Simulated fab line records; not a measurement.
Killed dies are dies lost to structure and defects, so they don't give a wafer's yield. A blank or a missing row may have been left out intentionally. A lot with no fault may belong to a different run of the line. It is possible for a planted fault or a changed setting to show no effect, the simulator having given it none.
Chamber matching | flow n5-finfet | N5_BEOL_M7_ILD_DEP_00 on pecvd-01 has 3 sister chambers
The step deposits SiCOH lowk from DEMS/porogen, target thk 179.75 nm, time 33.4 s. 3 wafers are shown with their chamber, then 7 later ones without.

== WAFERS WITH THEIR CHAMBER ==
wafer  | chamber | throttle-valve-pct (%)
L078.1 | 2       | 12.5
L083.1 | 1       | 15.2
L083.3 | 0       | 15.4

== WAFERS MISSING THEIR CHAMBER ==
wafer  | throttle-valve-pct (%)
L083.4 | 15.1
L089.1 | 15.2
L089.3 | 12.5
L089.5 | 15.2
L097.4 | 15.6
L097.5 | 12.5
L097.6 | 15.2

== WHICH CHAMBER EACH ONE RAN IN ==
wafer  | from the rows above | in truth
L083.4 | 1                   | 1
L089.1 | 1                   | 1
L089.3 | 2                   | 2
L089.5 | 1                   | 1
L097.4 | 0                   | 0
L097.5 | 2                   | 2
L097.6 | 1                   | 1
Correctly placed: 7 of 7. Not placeable from these rows: 0. Placed wrongly: 0.
How it was worked out, from the rows above alone: a wafer's distance from a chamber is the root of the sum, over the readings, of the square of ((its reading less the chamber's mean) divided by the reading's scatter). If the next closest chamber is less than 2 further off than the closest, the wafer can't be placed; otherwise it belongs to the closest. The mean given for a chamber averages the wafers shown for that chamber. The scatter: root of mean squared gap, hidden wafer to nearest shown wafer, with one shown wafer a chamber.
